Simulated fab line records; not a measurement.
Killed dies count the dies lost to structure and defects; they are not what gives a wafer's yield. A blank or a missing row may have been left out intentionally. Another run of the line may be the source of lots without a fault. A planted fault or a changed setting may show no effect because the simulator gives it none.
fab line records	flow n5Finfet	part 2 of 2: steps 5 to 6 of 6
[record] lots = 21	wafers = 63	lastDay = 18
route steps=1938 shown MOL_CONTACT_COAG@546
lots with no fault: from the same line, run without faults
startH: hours from the record's opening day to when the first of the lot's shown wafers began	waitH: hours since the lot's step before	" the same as in the row above	L1.1+2: a row that stands for several wafers	- either no value or no given start	* or withheld: withheld	< > ~ a bound
route shown NAME@n: a module of which the file shows steps, and the number in the route of the first	usual: average and standard deviation across the fault-free wafers	same: alike in all rows	chamber/n: place in a boat	sites: readings site by site	_std_site: standard deviation of those values	_edge_site: the outer-site mean with the inner-site mean subtracted	radiusMm: for every site, how far away it sits from the centre of the wafer	mask NAME#n: copy n	behind: the last tool/chamber to shape the wafer	hold: what put the lot on hold/how long, in hours/how the hold closed	device: whichever transistor did not switch (one of n, p or np)	end of line: at the end of the route, the tests of the same wafers	step lacking rows: just its recipe	killed: dies that structure and defects cost at the first sort, which is not the same as the wafer's yield	map: per-die view of a wafer (x killed, . not killed, _ where there is no die)
set.NAME: the setting that was run; set.NAME@STEP: the one run at that earlier step	model.NAME: the simulator's own value behind a step, which no gauge read
steps of the route over a sample of lots; a table a step, a row a wafer
services: the hour from which a tool's chamber was out of use, counted from the record's first day as startH (under 0 if before that day), plus the number of hours and why
[[steps]]
[step N5_MOL_CONTACT_COAG_ETCH_90]
[recipe] chemistry = CF4	target = SiARC	targetDepthA = 130	maskMaterial = CAR-EUV	timeS = 21.7	ionEnergyEv = 80	pressureMtorr = 40	sourceW = 545	biasW = 36	Ar_flow_sccm = 100	cf4FlowSccm = 100	ends = cleared
[usual] drypumpMotorCurrentA = 5.7/0.42	etchRfOnTimeS = 21.6/0.64	oesProductAu = 0.66/0.085	rfVppV = 183.7/1.1	showerheadPlenumPTorr = 2.10/0.072	throttleValvePct = 15.56/0.29
lot.wafer	tool	chamber	startH	waitH	drypumpMotorCurrentA	etchRfOnTimeS	oesProductAu	rfHoursCounterH	rfVppV	showerheadPlenumPTorr	throttleValvePct
L074.3	rieDiel-06	3	100.27	0.0	6.5	20.0	0.82	24	182.0	2.07	15.25
L074.5	"	2	"	"	5.4	21.9	0.63	-	182.2	2.03	15.64
L074.6	"	1	"	"	6.0	20.5	0.62	-	183.5	2.11	15.94
L075.2	rieDiel-04	2	104.67	0.0	5.8	21.9	0.64	155	184.8	2.21	15.68
L075.4	"	1	"	"	5.2	22.0	0.63	162	183.7	2.06	15.33
L075.6	"	0	"	"	5.6	21.6	0.60	-	183.0	2.05	15.54
L076.1	rieDiel-05	2	108.84	0.0	5.1	21.9	0.62	184	183.8	2.24	15.59
L076.4	"	0	"	"	5.7	21.5	0.61	214	183.5	2.04	15.81
L076.5	"	3	"	"	5.6	21.7	0.58	-	184.6	2.12	15.93
L077.1	rieDiel-05	0	116.51	0.0	5.7	21.8	0.60	218	182.4	2.04	15.84
L077.4	"	3	"	"	5.6	22.3	0.57	-	184.1	2.12	15.92
L077.6	"	0	"	"	5.7	21.8	0.60	-	182.7	2.04	15.83
L078.1	rieDiel-04	1	124.46	0.0	5.2	22.2	0.61	168	183.5	2.06	15.37
L078.5	"	3	"	"	5.3	21.4	0.80	-	183.2	2.10	15.11
L078.6	"	2	"	"	5.8	21.7	0.63	-	185.0	2.21	15.67
L079.1	rieDiel-06	3	128.82	0.0	6.5	20.4	0.78	36	184.5	2.07	15.29
L079.2	"	1	"	"	6.0	20.7	0.61	217	183.5	2.11	15.95
L079.3	"	2	"	"	5.4	22.4	0.61	179	182.1	2.03	15.65
L080.1	rieDiel-04	3	136.44	0.0	5.4	21.1	0.79	18	183.9	2.10	15.14
L080.3	"	1	"	"	5.2	21.9	0.62	173	184.3	2.05	15.37
L080.6	"	0	"	"	5.6	21.6	0.60	-	183.1	2.04	15.58
L081.1	rieDiel-04	2	143.07	0.0	5.8	21.7	0.63	165	183.8	2.21	15.69
L081.2	"	1	"	"	5.2	22.0	0.62	175	182.3	2.05	15.37
L081.5	"	1	"	"	5.3	22.1	0.62	-	182.6	2.05	15.35
L082.3	rieDiel-06	0	149.36	0.0	6.6	21.8	0.60	233	183.1	2.13	16.03
L082.4	"	1	"	"	6.0	20.5	0.61	225	181.9	2.11	15.97
L082.6	"	2	"	"	5.4	21.6	0.62	-	182.4	2.03	15.68
L083.2	rieDiel-05	1	152.07	0.0	6.1	21.2	0.76	34	184.1	2.10	15.23
L083.4	"	0	"	"	5.7	21.6	0.59	-	183.4	2.03	15.84
L083.6	"	2	"	"	5.1	22.3	0.61	-	185.7	2.24	15.61
L084.2	rieDiel-06	2	156.53	0.0	5.4	21.8	0.62	189	182.8	2.03	15.68
L084.3	"	0	"	"	6.6	21.7	0.61	236	183.5	2.13	16.03
L084.4	"	1	"	"	6.0	20.5	0.61	229	183.5	2.11	15.97
L085.1	rieDiel-06	2	168.80	0.0	5.5	22.2	0.60	193	182.6	2.02	15.68
L085.2	"	0	"	"	6.6	21.8	0.60	239	182.8	2.13	16.03
L085.5	"	0	"	"	6.6	21.9	0.60	-	183.1	2.13	16.02
L086.2	rieDiel-04	0	173.46	0.0	5.6	21.8	0.59	238	181.4	2.04	15.58
L086.3	"	2	"	"	5.8	21.7	0.63	176	185.2	2.21	15.71
L086.5	"	3	"	"	5.4	21.1	0.77	-	184.2	2.09	15.14
L087.1	rieDiel-04	0	175.67	0.0	5.6	21.7	0.59	238	183.3	2.04	15.62
L087.4	"	2	"	"	5.8	21.8	0.63	176	184.6	2.21	15.71
L087.5	"	2	"	"	5.8	21.8	0.62	-	184.5	2.21	15.71
L088.2	rieDiel-05	2	184.32	0.0	5.1	22.2	0.60	212	184.5	2.23	15.63
L088.4	"	2	"	"	5.1	22.1	0.60	-	184.3	2.23	15.64
L088.5	"	2	"	"	5.1	22.2	0.60	-	183.7	2.23	15.64
L090.3	rieDiel-06	2	196.06	0.0	5.5	22.2	0.60	203	183.4	2.02	15.71
L090.4	"	2	"	"	5.5	22.1	0.60	-	182.6	2.02	15.69
L090.6	"	3	"	"	6.5	20.3	0.76	-	183.4	2.06	15.32
L092.1	rieDiel-05	3	208.60	0.0	5.6	22.1	0.56	259	184.4	2.12	15.95
L092.3	"	1	"	"	6.0	21.4	0.72	-	183.3	2.09	15.26
L092.4	"	3	"	"	5.6	22.3	0.57	-	184.0	2.12	15.94
L093.1	rieDiel-06	2	213.09	0.0	5.4	21.9	0.61	211	182.6	2.02	15.73
L093.4	"	3	"	"	6.4	20.1	0.75	-	182.5	2.06	15.35
L093.6	"	2	"	"	5.5	22.0	0.60	-	182.5	2.02	15.73
L094.2	rieDiel-04	2	220.06	0.0	5.8	21.9	0.61	197	184.3	2.20	15.75
L094.4	"	0	"	"	5.6	21.8	0.85	0	185.6	2.29	15.14
L094.5	"	0	"	"	5.7	21.7	0.85	-	186.4	2.29	15.15
L095.3	rieDiel-04	1	226.60	0.0	5.2	22.2	0.60	206	182.1	2.04	15.40
L095.5	"	3	"	"	5.4	21.4	0.74	-	184.1	2.08	15.20
L095.6	"	0	"	"	5.6	21.9	0.83	-	185.5	2.29	15.13
L097.1	rieDiel-05	3	241.15	0.0	5.6	21.8	0.83	3	184.4	2.12	15.45
L097.5	"	2	"	"	5.1	22.1	0.59	-	184.8	2.22	15.69
L097.6	"	1	"	"	6.1	21.3	0.71	-	182.9	2.09	15.29
[step N5_MOL_CONTACT_COAG_ETCH_47]
[recipe] chemistry = CH3F/O2	target = SiNx	targetDepthA = 270	maskMaterial = SiO2	stopOn = W	overEtchFrac = 0.2	ionEnergyEv = 120	endpoint = OES-CN	pressureMtorr = 30	sourceW = 395	biasW = 73	Ar_flow_sccm = 150	CH3F_flow_sccm = 30	O2_flow_sccm = 20	ends = endPoint
[usual] O2_flow_sccm = 20.00/0.06	drypumpMotorCurrentA = 5.7/0.42	etchRfOnTimeS = 31.3/0.77	oesProductAu = 0.68/0.084	rfVppV = 295/7.1	showerheadPlenumPTorr = 1.95/0.066	throttleValvePct = 16.31/0.25
lot.wafer	tool	chamber	startH	waitH	O2_flow_sccm	drypumpMotorCurrentA	etchRfOnTimeS	oesProductAu	rfHoursCounterH	rfVppV	showerheadPlenumPTorr	throttleValvePct
L074.3	rieDiel-04	3	100.81	0.0	20.08	5.3	30.0	0.86	5	293	1.98	15.94
L074.5	"	3	"	"	19.97	5.3	30.2	0.87	-	296	1.98	15.93
L074.6	"	0	"	"	19.98	5.6	30.9	0.62	-	293	1.91	16.33
L075.2	rieDiel-04	1	105.19	0.0	19.90	5.2	32.3	0.65	162	293	1.91	15.95
L075.4	"	3	"	"	20.02	5.4	30.6	0.85	6	294	1.98	15.92
L075.6	"	1	"	"	19.93	5.2	32.5	0.65	-	294	1.91	15.96
L076.1	rieDiel-04	1	109.44	0.0	20.07	5.2	32.0	0.65	164	293	1.91	15.96
L076.4	"	0	"	"	20.12	5.6	31.6	0.62	215	292	1.91	16.35
L076.5	"	3	"	"	20.03	5.3	30.5	0.85	-	296	1.98	15.92
L077.1	rieDiel-05	3	117.64	0.0	19.95	5.6	32.0	0.60	250	286	1.98	16.68
L077.4	"	3	"	"	20.06	5.6	32.2	0.59	-	285	1.98	16.68
L077.6	"	0	"	"	20.02	5.7	31.4	0.62	-	304	1.91	16.63
L078.1	rieDiel-06	2	125.01	0.0	19.98	5.5	31.3	0.65	177	308	1.89	16.33
L078.5	"	1	"	"	19.96	6.0	29.5	0.65	-	300	1.96	16.63
L078.6	"	2	"	"	20.01	5.5	31.0	0.66	-	307	1.89	16.33
L079.1	rieDiel-04	0	129.36	0.0	19.94	5.6	31.4	0.62	222	291	1.91	16.34
L079.2	"	2	"	"	20.07	5.8	31.7	0.66	164	290	2.07	16.40
L079.3	"	1	"	"	20.08	5.2	31.8	0.65	171	292	1.90	15.97
L080.1	rieDiel-05	1	137.36	0.0	20.00	6.0	30.4	0.80	28	295	1.97	16.04
L080.3	"	0	"	"	19.94	5.7	31.1	0.63	226	301	1.91	16.64
L080.6	"	1	"	"	19.92	6.1	30.8	0.80	-	293	1.97	16.04
L081.1	rieDiel-05	0	143.62	0.0	20.00	5.7	31.5	0.62	228	303	1.90	16.65
L081.2	"	1	"	"	20.08	6.1	31.2	0.78	30	295	1.97	16.05
L081.5	"	1	"	"	20.07	6.1	31.0	0.79	-	293	1.97	16.05
L082.3	rieDiel-06	1	150.01	0.0	19.90	6.0	30.6	0.63	225	300	1.96	16.63
L082.4	"	2	"	"	19.93	5.5	31.9	0.64	187	307	1.88	16.36
L082.6	"	2	"	"	20.12	5.5	31.7	0.64	-	307	1.88	16.37
L083.2	rieDiel-06	1	152.59	0.0	19.96	6.0	30.7	0.63	227	299	1.96	16.64
L083.4	"	2	"	"	19.92	5.5	31.4	0.64	188	307	1.88	16.36
L083.6	"	2	"	"	19.90	5.4	31.2	0.64	-	307	1.88	16.36
L084.2	rieDiel-04	0	157.81	0.0	20.06	5.6	31.6	0.61	232	291	1.91	16.35
L084.3	"	1	"	"	20.02	5.3	32.2	0.64	180	292	1.90	16.00
L084.4	"	3	"	"	20.05	5.4	30.5	0.81	25	293	1.97	15.97
L085.1	rieDiel-06	1	169.32	0.0	19.93	6.0	29.9	0.63	231	300	1.96	16.66
L085.2	"	2	"	"	20.00	5.4	31.7	0.64	193	307	1.88	16.38
L085.5	"	2	"	"	19.95	5.4	31.4	0.64	-	307	1.88	16.37
L086.2	rieDiel-04	0	174.42	0.0	20.02	5.6	31.7	0.61	238	292	1.91	16.35
L086.3	"	3	"	"	20.03	5.3	30.5	0.80	31	293	1.97	15.97
L086.5	"	1	"	"	20.07	5.2	32.1	0.63	-	292	1.90	16.02
L087.1	rieDiel-06	2	176.32	0.0	20.05	5.4	31.9	0.64	196	306	1.88	16.38
L087.4	"	3	"	"	20.05	6.5	30.3	0.78	53	283	1.92	16.07
L087.5	"	1	"	"	20.08	6.0	30.1	0.63	-	298	1.95	16.66
L088.2	rieDiel-04	3	184.87	0.0	20.03	5.3	30.6	0.80	35	294	1.97	15.99
L088.4	"	0	"	"	20.03	5.5	31.6	0.61	242	289	1.91	16.37
L088.5	"	3	"	"	20.05	5.3	30.7	0.80	-	295	1.97	15.99
L090.3	rieDiel-06	1	196.59	0.0	20.00	6.0	30.6	0.62	243	298	1.95	16.66
L090.4	"	1	"	"	19.94	6.0	30.7	0.62	-	300	1.95	16.67
L090.6	"	2	"	"	20.07	5.4	31.3	0.63	-	306	1.88	16.41
L092.1	rieDiel-04	2	209.27	0.0	19.99	5.8	31.9	0.64	190	290	2.06	16.49
L092.3	"	3	"	"	20.03	5.4	30.5	0.78	-	293	1.96	16.00
L092.4	"	2	"	"	20.00	5.8	31.9	0.64	-	290	2.06	16.46
L093.1	rieDiel-06	1	214.02	0.0	19.96	6.0	30.8	0.61	251	302	1.95	16.69
L093.4	"	2	"	"	19.95	5.5	32.0	0.62	-	307	1.88	16.42
L093.6	"	1	"	"	19.99	6.0	31.1	0.62	-	300	1.95	16.69
L094.2	rieDiel-06	3	220.65	0.0	19.98	6.5	30.1	0.77	69	282	1.92	16.10
L094.4	"	2	"	"	20.04	5.5	32.3	0.61	-	307	1.88	16.41
L094.5	"	3	"	"	20.07	6.5	30.5	0.76	-	283	1.92	16.07
L095.3	rieDiel-04	2	227.13	0.0	20.02	5.8	32.7	0.62	199	291	2.06	16.49
L095.5	"	2	"	"	20.01	5.8	32.9	0.62	-	291	2.06	16.49
L095.6	"	1	"	"	20.05	5.3	32.8	0.61	-	293	1.89	16.04
L097.1	rieDiel-06	0	241.68	0.0	19.91	6.6	31.1	0.85	5	292	1.97	16.23
L097.5	"	3	"	"	19.96	6.5	30.4	0.76	-	283	1.91	16.10
L097.6	"	2	"	"	20.03	5.4	31.3	0.62	-	309	1.87	16.42
[[services]]
tool	chamber	startH	hours	kind
rieDiel-05	2	90.55	4.2	repair
rieDiel-06	0	107.86	29.5	repair
rieDiel-05	2	112.56	7.4	repair
pvdSputter-03	-	114.84	6.2	repair
rieDiel-04	2	130.36	10.1	repair
rieDiel-05	3	134.08	65.0	repair
rieDiel-05	1	183.09	9.7	repair
rieDiel-06	0	194.55	-	clean
rieDiel-06	0	194.55	-	consumableReplace:focusRing
rieDiel-06	0	194.55	34.3	scheduledDown
rieDiel-06	0	194.55	34.3	ventCycle
rieDiel-05	0	199.06	-	clean
rieDiel-05	0	199.06	-	consumableReplace:focusRing
rieDiel-04	0	205.22	-	clean
rieDiel-04	0	205.22	-	consumableReplace:focusRing
rieDiel-04	0	205.22	-	consumableReplace:showerhead
rieDiel-04	0	205.22	14.1	scheduledDown
rieDiel-04	0	205.22	14.1	ventCycle
rieDiel-05	3	209.61	4.5	repair
rieDiel-05	0	223.81	5.5	repair
rieDiel-06	1	228.90	-	clean
rieDiel-06	1	228.90	-	consumableReplace:focusRing
rieDiel-06	1	228.90	14.3	scheduledDown
rieDiel-06	1	228.90	14.3	ventCycle
